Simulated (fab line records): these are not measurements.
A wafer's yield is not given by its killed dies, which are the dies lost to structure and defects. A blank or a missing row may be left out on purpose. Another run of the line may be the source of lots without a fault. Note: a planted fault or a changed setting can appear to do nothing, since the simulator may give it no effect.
Split-lot experiment -- flow n5Finfet -- 7 lots, 21 wafers read, on a route of 1938 steps

THE SPLIT ITSELF
At N5_GATE_CUT_DESCUM_18 (chemistry O2, time 7 s), the setting timeS was moved away from the recipe's 7 s on 8 of the 21 wafers read, by -10.4% to +21.2%. All remaining wafers had this setting at the recipe value.

Split to reading: the file shows no intervening step.

THE READING
CAR-EUV_of_GATE_CUT_COAT_07.thkNm (the simulator's own value, which no gauge read), in nm, at N5_GATE_CUT_ETCH_28 (etches underlayer in N2/H2, target depth 13 nm, time 10.4 s). The file does not state a usual value for it. Across the 13 wafers here that went through the recipe, the average is 14.7 nm and the standard deviation 0.12 nm.

wafer,"tool, chamber at the split","timeS as run, s",against the recipe,"CAR-EUV_of_GATE_CUT_COAT_07.thkNm, nm",against lot-mates on the recipe
L079.1,"rieDiel-03, 3,1",6.339,-9.4%,14.8,+0.4
L079.2,"rieDiel-03, 3,1",6.339,-9.4%,14.8,+0.4
L079.5,"rieDiel-03, 2",7,recipe,14.4,-
L080.1,"rieDiel-06, 3",7,recipe,14.8,-
L080.3,"rieDiel-06, 2",7,recipe,14.8,-
L080.5,"rieDiel-06, 2",7,recipe,14.8,-
L084.2,"rieDiel-01, 0",8.485,+21.2%,14.2,-0.4
L084.3,"rieDiel-01, 3",8.485,+21.2%,14,-0.6
L084.4,"rieDiel-01, 1",7,recipe,14.6,-
L088.1,"rieDiel-06, 2,0,2",7,recipe,14.8,-
L088.4,"rieDiel-06, 2,0,2",7,recipe,14.8,-
L088.3,"rieDiel-06, 2,0,2",7,recipe,14.6,-
L089.2,"rieDiel-01, 3,0",6.275,-10.4%,15,+0.4
L089.3,"rieDiel-01, 3,0",6.275,-10.4%,15,+0.4
L089.6,"rieDiel-01, 1",7,recipe,14.6,-
L091.3,"rieDiel-03, 0",6.299,-10.0%,14.8,+0.2
L091.6,"rieDiel-03, 2",6.299,-10.0%,14.8,+0.2
L091.4,"rieDiel-03, 1",7,recipe,14.6,-
L096.1,"rieDiel-01, 1",7,recipe,14.6,-
L096.3,"rieDiel-01, 2,0",7,recipe,14.6,-
L096.4,"rieDiel-01, 2,0",7,recipe,14.8,-
Rows listing several chambers each stand for several wafers; the file does not say which wafer went through which chamber.

FIT RESULTS
A straight line over all 21 wafers: CAR-EUV_of_GATE_CUT_COAT_07.thkNm changes by -0.0243 nm for each +1% of timeS; r = -0.87; the points scatter about the line by 0.12 nm.
The same after taking each lot's own level away (the mean of its wafers on the recipe; 21 wafers): -0.0272 nm for each +1%; r = -0.94; scatter 0.089 nm.
Per that fit: largest timeS move, reading shift of 0.58 nm.
The lots' own levels span 14.40 to 14.80 nm, that is 3.2 times the standard deviation above.
Hence the slope depends on the lot-to-lot level, as the two fits are not the same.
Check: for one of the wafers moved furthest among these (+21.2%), held out of the fit, the line's prediction against its lot-mates is -0.643 nm. It came out at -0.4 nm against them.

OTHER SPLITS APPLIED TO THESE WAFERS
These wafers also went through other splits before the reading. Each is held against what the fit with the lots' levels taken away leaves over:
other split on the same wafers,wafers away from the commonest value,r with CAR-EUV_of_GATE_CUT_COAT_07.thkNm (lot level and that fit taken away)
N5_WELL_APT_COAT_02 spinRpm,7,-0.15
N5_WELL_APT_COAT_19 spinRpm,9,+0.31
N5_WELL_APT_PEB_23 pebTempC,10,+0.20
N5_FIN_SAQP_ETCH_34 sourceW,6,-0.49
N5_SD_EPI_N_ETCH_45 targetDepthA,8,+0.04
N5_SDB_COAT_05 spinRpm,8,-0.19
N5_HKMG_FIN_ETCH_31 biasW,7,-0.15
N5_HKMG_FIN_ETCH_35 biasW,4,+0.15

THE WHOLE CHAIN: every reading that the file lists as answering this split, in the file's order
step,what it does,reading,change (the file's fit),r (the file's)
N5_GATE_CUT_DESCUM_18,"chemistry O2, time 7 s","CAR-EUV_of_GATE_CUT_COAT_07.thkNm (the simulator's own value, which no gauge read)",-0.0288 nm for each +1% of the setting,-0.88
N5_GATE_CUT_ETCH_28,"etches underlayer in N2/H2, target depth 13 nm, time 10.4 s","CAR-EUV_of_GATE_CUT_COAT_07.thkNm (the simulator's own value, which no gauge read)",-0.0275 nm for each +1% of the setting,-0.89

FILE'S OWN FIT
CAR-EUV_of_GATE_CUT_COAT_07.thkNm changes by -0.0275 nm for each +1% of timeS, r = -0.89.
